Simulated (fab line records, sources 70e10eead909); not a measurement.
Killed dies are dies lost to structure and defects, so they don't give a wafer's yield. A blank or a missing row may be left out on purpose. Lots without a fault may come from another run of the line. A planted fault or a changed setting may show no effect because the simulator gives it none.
Chamber matching | flow nand_harc | NHARC_P_M0_ETCH_34 on rie_diel-09: 4 sister chambers
The step etches the open film in N2/H2, target depth 40 nm, overetch 12 nm, time 43.94 s. 22 wafers are shown with their chamber, then 11 later ones without.

WAFERS WITH THEIR CHAMBER
wafer  | chamber | showerhead_plenum_p_Torr (Torr) | drypump_motor_current_A (A) | rf_vpp_V (V)
L075.3 | 1       | 1.91                            | 6.0                         | 426.1
L075.4 | 2       | 1.94                            | 4.7                         | 427.3
L075.6 | 2       | 1.94                            | 4.7                         | 427.5
L077.1 | 2       | 1.94                            | 4.7                         | 427.4
L077.2 | 1       | 1.91                            | 6.0                         | 427.1
L077.3 | 0       | 2.01                            | 5.2                         | 429.4
L078.1 | 2       | 1.94                            | 4.6                         | 427.2
L078.2 | 1       | 1.91                            | 6.1                         | 426.7
L078.3 | 0       | 2.01                            | 5.2                         | 431.6
L079.2 | 1       | 1.91                            | 6.0                         | 427.4
L079.4 | 2       | 1.93                            | 4.7                         | 427.9
L079.5 | 2       | 1.93                            | 4.7                         | 428.1
L082.1 | 0       | 2.01                            | 5.2                         | 430.2
L082.2 | 1       | 1.91                            | 6.0                         | 427.2
L082.6 | 2       | 1.93                            | 4.6                         | 426.5
L085.3 | 1       | 1.91                            | 6.0                         | 427.8
L085.5 | 2       | 1.93                            | 4.7                         | 427.5
L085.6 | 3       | 1.88                            | 5.5                         | 426.5
L086.2 | 3       | 1.88                            | 5.6                         | 427.3
L086.3 | 1       | 1.91                            | 6.0                         | 427.4
L086.5 | 1       | 1.91                            | 6.0                         | 427.5
L089.1 | 1       | 1.90                            | 6.0                         | 426.4

SIGNATURES (means of the wafers above)
reading                  | chamber 0 | chamber 1 | chamber 2 | chamber 3 | scatter within a chamber
showerhead_plenum_p_Torr | 2.0100    | 1.9089    | 1.9350    | 1.8800    | 0.00401
drypump_motor_current_A  | 5.200     | 6.011     | 4.675     | 5.550     | 0.0401
rf_vpp_V                 | 430.400   | 427.067   | 427.425   | 426.900   | 0.619
Rule: a wafer's distance from a chamber is the root of the sum, over the readings, of the square of ((its reading less the chamber's mean) divided by the reading's scatter). The wafer belongs to the nearest chamber; if the next one is less than 2 further off, it can't be placed. The scatter: the root of (the sum of the squares of (reading less its chamber's mean) over the shown wafers, divided by (wafers less chambers)).

WAFERS WITHOUT THEIR CHAMBER
wafer  | showerhead_plenum_p_Torr (Torr) | drypump_motor_current_A (A) | rf_vpp_V (V)
L089.5 | 1.93                            | 4.7                         | 426.8
L089.6 | 1.90                            | 6.0                         | 426.6
L090.2 | 1.88                            | 5.6                         | 426.6
L090.3 | 2.00                            | 5.2                         | 430.7
L090.6 | 1.88                            | 5.5                         | 425.1
L092.1 | 2.00                            | 5.2                         | 428.9
L092.3 | 1.90                            | 6.0                         | 427.5
L092.5 | 1.88                            | 5.6                         | 424.4
L095.3 | 1.88                            | 5.6                         | 426.5
L095.5 | 2.00                            | 5.2                         | 428.6
L095.6 | 1.90                            | 6.0                         | 425.9

WHICH CHAMBER EACH WENT THROUGH
wafer  | from the rows above | in truth
L089.5 | 2                   | 2
L089.6 | 1                   | 1
L090.2 | 3                   | 3
L090.3 | 0                   | 0
L090.6 | 3                   | 3
L092.1 | 0                   | 0
L092.3 | 1                   | 1
L092.5 | 3                   | 3
L095.3 | 3                   | 3
L095.5 | 0                   | 0
L095.6 | 1                   | 1
Placed correctly: 11 of 11. Can't be placed from these rows: 0. Placed wrongly: 0.
